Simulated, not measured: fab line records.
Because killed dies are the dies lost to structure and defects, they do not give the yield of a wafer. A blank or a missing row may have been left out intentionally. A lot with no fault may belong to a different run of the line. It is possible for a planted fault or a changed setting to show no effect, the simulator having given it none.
One fault through the eyes of 3 desks	flow nand harc	only its own numbers are on each desk; what lay behind them is given at the end

## THE DEFECT DESK
For each lot, the counts of the inspections along the route, averaged over the sampled wafers that have a number. Marked OUT: a lot whose mean sits more than 4 standard deviations from the usual mean, which makes it out of limits; the brackets give that distance.
Columns: A = raw defect count at NHARC_HYBRID_BOND_INSPECT_06, usual 95
lot	first seen here	A
L117	day 24 01:43	101
L118	day 24 01:43	104
L119	day 24 19:13	34
L120	day 25 18:52	62
L124	day 26 10:00	117
L132	day 29 08:35	55
L131	day 29 08:36	81
L135	day 31 03:24	83
L134	day 31 15:09	32
L138	day 32 09:23	130
This desk's finding: nothing out of limits on any of the 10 lots.

## AT THE TOOL OWNER'S DESK: rie diel-04
The tool's own readings at NHARC_THIN_TSV_ETCH_44 (etches the open film in CF4/O2, target depth 1594.2 nm, time 797.1 s): means of the sampled wafers that have a number, for each lot that ran on this tool. Marked OUT: a lot whose mean sits more than 4 standard deviations from the usual mean, which makes it out of limits; the brackets give that distance. It has 8 readings, of which 7 appear: the earliest out of limits, and the ones furthest out on some lot.
Columns: A = bias w at NHARC_THIN_TSV_ETCH_44, usual 800.3 W; B = o2 flow sccm at NHARC_THIN_TSV_ETCH_44, usual 10.00 sccm; C = oes product au at NHARC_THIN_TSV_ETCH_44, usual 1.003 a.u.; D = rf vpp V at NHARC_THIN_TSV_ETCH_44, usual 797 V; E = run length s at NHARC_THIN_TSV_ETCH_44, usual 818.5 s; F = showerhead plenum p Torr at NHARC_THIN_TSV_ETCH_44, usual 1.87 Torr; G = throttle valve pct at NHARC_THIN_TSV_ETCH_44, usual 16.915 %
lot	first seen here	A	B	C	D	E	F	G
L117	day 24 04:38	801.3	9.98	1.005	795	818.4	1.84	16.923
L118	day 24 05:59	800.9	10.00	1.007	796	818.3	1.86	16.915
L120	day 25 21:58	799.5	9.98	0.997	796	818.6	1.84	16.913
L124	day 26 12:58	796.5	9.98	1.006	797	749.8 (-99 or more) OUT	1.87	16.914
L135	day 31 07:34	799.5	10.03	1.002	796	818.1	1.87	16.920
L138	day 32 14:41	798.6	9.98	1.003	795	818.7	1.84	16.917
This desk's verdict: out of limits on L124, starting with L124 at day 26 12:58 (run length s at NHARC_THIN_TSV_ETCH_44). L117, L118, L120, L135, L138 stayed within limits.

## METROLOGY DESK
Lot by lot, what the gauges showed, no matter which tool ran the lot: averages of those sampled wafers that carry a number. Marked OUT: a lot whose mean sits more than 4 standard deviations from the usual mean, which makes it out of limits; the brackets give that distance.
Columns: A = cd nm at NHARC_THIN_TSV_CD_MEAS_16, usual 1000.2 nm
lot	first seen here	A
L117	day 24 05:14	1000.4
L118	day 24 06:35	1000.4
L119	day 24 22:52	998.9
L120	day 25 22:31	1001.2
L124	day 26 13:41	1001.5
L132	day 29 13:28	1000.2
L131	day 29 15:55	999.5
L135	day 31 08:17	999.7
L134	day 31 18:57	998.9
L138	day 32 15:24	999.8
This desk's finding: nothing out of limits on any of the 10 lots.

## PUT TOGETHER
The tool owner's desk could have raised an alarm at day 26 12:58, on L124.
The defect desk saw nothing out of limits.
At the metrology desk, nothing out of limits was observed.
The defect desk has L124 on record, within its limits.
The metrology desk has L124 on record, within its limits.
Every lot named ran NHARC_THIN_TSV_ETCH_44 on rie diel-04.

## WHAT HAD BEEN PUT IN BY THE SIMULATOR
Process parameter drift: rie diel-04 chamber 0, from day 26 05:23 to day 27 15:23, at NHARC_THIN_TSV_ETCH_44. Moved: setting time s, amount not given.
Struck lots among those shown: L124.
Time in hours from fault onset to the first out-of-limits reading at each desk: the tool owner's desk, 8.
